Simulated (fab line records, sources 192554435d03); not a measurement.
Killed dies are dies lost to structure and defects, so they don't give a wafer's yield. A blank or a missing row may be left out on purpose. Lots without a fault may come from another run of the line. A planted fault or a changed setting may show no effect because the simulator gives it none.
Split-lot experiment | flow n5_finfet | 7 lots, 39 wafers read, on a route of 1938 steps

THE SPLIT
At N5_BEOL_M9_PECVD_70 (deposits SiO2 from TEOS/O2, target thk 20 nm, time 22.7 s), the setting time_s was moved away from the recipe's 22.7 s on 9 of the 39 wafers read, by +33.9% to +53.2%. The other wafers ran this setting at the recipe's value.

The reading is taken at the split's own step.

THE READING
SiO2_of_BEOL_M9_PECVD_70.thk_nm (the simulator's own value, which no gauge read), in nm, at N5_BEOL_M9_PECVD_70 (deposits SiO2 from TEOS/O2, target thk 20 nm, time 22.7 s). The file gives no usual value for it. The 30 wafers here that ran the recipe average 19.9 nm, standard deviation 0.36 nm.

wafer  | tool, chamber at the split | time_s as run, s | against the recipe | SiO2_of_BEOL_M9_PECVD_70.thk_nm, nm | against lot-mates on the recipe
L076.1 | pecvd-01, 2                | 22.7             | recipe             | 19.8                                | -
L076.2 | pecvd-01, 0                | 22.7             | recipe             | 19.6                                | -
L076.3 | pecvd-01, 1                | 22.7             | recipe             | 19                                  | -
L076.4 | pecvd-01, 0                | 22.7             | recipe             | 20.2                                | -
L076.5 | pecvd-01, 2                | 22.7             | recipe             | 20                                  | -
L076.6 | pecvd-01, 1                | 22.7             | recipe             | 19.4                                | -
L078.1 | pecvd-04, 0                | 22.7             | recipe             | 19.4                                | -
L078.2 | pecvd-04, 1                | 34.78            | +53.2%             | 29.8                                | +10.1
L078.3 | pecvd-04, 1                | 34.78            | +53.2%             | 30.4                                | +10.7
L078.4 | pecvd-04, 0,1              | 22.7             | recipe             | 19.8                                | -
L078.6 | pecvd-04, 0,1              | 22.7             | recipe             | 19.8                                | -
L078.5 | pecvd-04, 0                | 34.78            | +53.2%             | 29.6                                | +9.9
L081.1 | pecvd-01, 2                | 32.21            | +41.9%             | 28.4                                | +8.1
L081.2 | pecvd-01, 1                | 32.21            | +41.9%             | 27.4                                | +7.1
L081.3 | pecvd-01, 0                | 22.7             | recipe             | 20                                  | -
L081.4 | pecvd-01, 1                | 32.21            | +41.9%             | 28                                  | +7.7
L081.5 | pecvd-01, 2                | 22.7             | recipe             | 20.6                                | -
L081.6 | pecvd-01, 0                | 22.7             | recipe             | 20.2                                | -
L089.1 | pecvd-04, 0,2              | 22.7             | recipe             | 20                                  | -
L089.2 | pecvd-04, 0,2              | 22.7             | recipe             | 20                                  | -
L089.3 | pecvd-04, 1                | 22.7             | recipe             | 19.8                                | -
L089.4 | pecvd-04, 2                | 22.7             | recipe             | 20.6                                | -
L089.5 | pecvd-04, 1                | 22.7             | recipe             | 20.4                                | -
L089.6 | pecvd-04, 0                | 22.7             | recipe             | 20.2                                | -
L091.1 | pecvd-01, 0                | 22.7             | recipe             | 19.8                                | -
L091.2 | pecvd-01, 1                | 30.39            | +33.9%             | 25.6                                | +5.7
L091.3 | pecvd-01, 2                | 22.7             | recipe             | 20                                  | -
L091.5 | pecvd-01, 2                | 22.7             | recipe             | 20                                  | -
L091.4 | pecvd-01, 0                | 30.39            | +33.9%             | 26.8                                | +6.9
L091.6 | pecvd-01, 1                | 30.39            | +33.9%             | 26.2                                | +6.3
L095.2 | pecvd-01, 0                | 22.7             | recipe             | 19.8                                | -
L095.5 | pecvd-01, 0                | 22.7             | recipe             | 19.8                                | -
L095.6 | pecvd-01, 1                | 22.7             | recipe             | 19.4                                | -
L097.1 | pecvd-02, 0,1,2            | 22.7             | recipe             | 20                                  | -
L097.4 | pecvd-02, 0,1,2            | 22.7             | recipe             | 20                                  | -
L097.6 | pecvd-02, 0,1,2            | 22.7             | recipe             | 20                                  | -
L097.2 | pecvd-02, 2                | 22.7             | recipe             | 19.8                                | -
L097.3 | pecvd-02, 1                | 22.7             | recipe             | 19.4                                | -
L097.5 | pecvd-02, 0                | 22.7             | recipe             | 20.4                                | -
Where a row lists several chambers, the file gives one row for several wafers and doesn't say which wafer went through which chamber.

THE FIT
A straight line over all 39 wafers: SiO2_of_BEOL_M9_PECVD_70.thk_nm changes by +0.189 nm for each +1% of time_s; r = +0.99; the points scatter about the line by 0.38 nm.
The same after taking each lot's own level away (the mean of its wafers on the recipe; 39 wafers): +0.188 nm for each +1%; r = +1.00; scatter 0.34 nm.
On that fit, the largest move of time_s shifts the reading by 10 nm.
The lots' own levels span 19.67 to 20.27 nm, that is 1.7 times the standard deviation above.
So the lot-to-lot level changes the slope little: the two slopes agree.
Check: with one of the wafers moved furthest among these (+53.2%) left out of the fit, the line predicts +10 nm for it against its lot-mates. It came out at +10.1 nm against them.

OTHER SPLITS ON THESE WAFERS
These wafers also went through other splits before the reading. Each is held against what the fit with the lots' levels taken away leaves over:
other split on the same wafers             | wafers away from the commonest value | r with SiO2_of_BEOL_M9_PECVD_70.thk_nm (lot level and that fit taken away)
N5_FIN_SAQP_MANDREL_ETCH_22 target_depth_a | 9                                    | +0.22
N5_BEOL_M1_ILD_DEP_00 target_thk_a         | 15                                   | +0.17
N5_BEOL_M3_ILD_DEP_00 time_s               | 15                                   | -0.02

THE FILE'S OWN FIT
SiO2_of_BEOL_M9_PECVD_70.thk_nm changes by +0.188 nm for each +1% of time_s, r = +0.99.
